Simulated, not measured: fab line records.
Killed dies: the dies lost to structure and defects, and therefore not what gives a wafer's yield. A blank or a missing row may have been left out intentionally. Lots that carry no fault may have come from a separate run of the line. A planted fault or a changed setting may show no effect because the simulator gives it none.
Lot-split experiment	flow n5 finfet	route with 1938 steps; 7 lots, 39 wafers read

ABOUT THE SPLIT
At N5_FIN_SAQP_SPACER1_ALD_24 (deposits SiO2, target thk 20.3 nm, pulse time 1 s, purge time 2 s), the setting ald cycles was moved away from the recipe's 218 on 15 of the 39 wafers read, by -41.3% to +56.0%. The other wafers ran this setting at the recipe's value.

FROM THE SPLIT TO THE READING: what the file shows between them, 2 steps
- N5_FIN_SAQP_SPACER1_ETCHBACK_25: etches SiO2 in CHF3/O2, target depth 24.4 nm, time 12.2 s
- N5_FIN_SAQP_MANDREL1_REMOVE_56: chemistry HBr/Cl2/O2, target a-Si, stops on SiNx, bt time 10 s

THE READING
Shown in nm: cd nm at N5_FIN_SAQP_CD_MEAS_27, with target cd 20 nm. On this fab line, fault-free wafers typically give 20.36 nm with a standard deviation of 0.22 nm.

wafer	tool, chamber at the split	ald cycles as run	against the recipe	cd nm, nm	against lot-mates on the recipe
L075.1	ald sin-03, 3	218	recipe	20.30	-
L075.2	ald sin-03, 1,0	172	-21.1%	16.34	-4.11
L075.3	ald sin-03, 1,0	172	-21.1%	16.00	-4.45
L075.4	ald sin-03, 2	218	recipe	20.37	-
L075.5	ald sin-03, 2	172	-21.1%	16.01	-4.44
L075.6	ald sin-03, 1	218	recipe	20.68	-
L076.1	ald sin-04, 2,3,0	129	-40.8%	11.96	-8.52
L076.2	ald sin-04, 2,3,0	129	-40.8%	12.37	-8.11
L076.3	ald sin-04, 1,0,3	218	recipe	20.53	-
L076.4	ald sin-04, 2,3,0	129	-40.8%	11.66	-8.82
L076.5	ald sin-04, 1,0,3	218	recipe	20.60	-
L076.6	ald sin-04, 1,0,3	218	recipe	20.30	-
L078.1	ald sin-03, 0,3,0	340	+56.0%	31.40	+11.24
L078.2	ald sin-03, 0,3,0	340	+56.0%	31.73	+11.57
L078.3	ald sin-03, 2	218	recipe	20.32	-
L078.4	ald sin-03, 1	218	recipe	20.05	-
L078.5	ald sin-03, 1	218	recipe	20.10	-
L078.6	ald sin-03, 0,3,0	340	+56.0%	31.82	+11.66
L079.1	ald sin-04, 3,0,0	128	-41.3%	12.41	-7.82
L079.2	ald sin-04, 2	218	recipe	20.36	-
L079.3	ald sin-04, 1	218	recipe	20.24	-
L079.4	ald sin-04, 3,0,0	128	-41.3%	11.98	-8.25
L079.5	ald sin-04, 3,0,0	128	-41.3%	11.94	-8.29
L079.6	ald sin-04, 1	218	recipe	20.10	-
L081.1	ald sin-02, 0,3,2,2,1	218	recipe	20.46	-
L081.2	ald sin-02, 1	218	recipe	20.11	-
L081.3	ald sin-02, 0,3,2,2,1	218	recipe	20.33	-
L081.4	ald sin-02, 0,3,2,2,1	218	recipe	20.45	-
L081.5	ald sin-02, 0,3,2,2,1	218	recipe	20.38	-
L081.6	ald sin-02, 0,3,2,2,1	218	recipe	20.54	-
L084.1	ald sin-03, 1,1,0	218	recipe	20.26	-
L084.5	ald sin-03, 1,1,0	218	recipe	20.60	-
L084.6	ald sin-03, 1,1,0	218	recipe	20.37	-
L095.1	ald sin-04, 1	257	+17.9%	24.11	+3.84
L095.2	ald sin-04, 2,1	218	recipe	20.56	-
L095.3	ald sin-04, 3,2	257	+17.9%	24.13	+3.86
L095.4	ald sin-04, 3,2	257	+17.9%	24.24	+3.97
L095.5	ald sin-04, 2,1	218	recipe	20.29	-
L095.6	ald sin-04, 3	218	recipe	19.96	-
When a row names more than one chamber, that row covers several wafers, and the file does not tell which wafer ran in which chamber.

THE FIT
A straight line over all 39 wafers: cd nm changes by +0.202 nm for each +1% of ald cycles; r = +1.00; the points scatter about the line by 0.21 nm.
The same after taking each lot's own level away (the mean of its wafers on the recipe; 39 wafers): +0.205 nm for each +1%; r = +1.00; scatter 0.21 nm.
That fit puts the effect of the largest move of ald cycles on the reading at 11 nm.
The span of the lots' own levels, 20.157 to 20.477 nm, comes to 1.5 times the standard deviation stated above.
The two slopes agree, so the slope changes little with the lot-to-lot level.
Check: +11.5 nm against its lot-mates is what the line predicts for one of the wafers moved furthest among these (+56.0%) when that wafer is left out of the fit. Against them it came out at +11.2 nm.

THE OTHER SPLITS THESE WAFERS WENT THROUGH
Before the reading, these wafers also passed through other splits. Each is held against what the fit with the lots' levels taken away leaves over:
other split on the same wafers	wafers away from the commonest value	r with cd nm (lot level and that fit taken away)
N5_ZERO_LAYER_PECVD_02 time s	12	-0.08

THE WHOLE CHAIN: every reading that the file lists as answering this split, in the file's order
step	what it does	reading	change (the file's fit)	r (the file's)
N5_FIN_SAQP_SPACER1_ALD_24	deposits SiO2, target thk 20.3 nm, pulse time 1 s, purge time 2 s	SiO2_of_FIN_SAQP_SPACER1_ALD_24.thk nm (the simulator's own value, which no gauge read)	+0.203 nm for each +1% of the setting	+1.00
N5_FIN_SAQP_MANDREL1_REMOVE_56	chemistry HBr/Cl2/O2, target a-Si, stops on SiNx, bt time 10 s	FIN_SAQP.cd nm (the simulator's own value, which no gauge read)	+0.205 nm for each +1% of the setting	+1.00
N5_FIN_SAQP_CD_MEAS_27	target cd 20 nm	cd nm	+0.204 nm for each +1% of the setting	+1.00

FILE'S OWN FIT
cd nm changes by +0.204 nm for each +1% of ald cycles, r = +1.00.
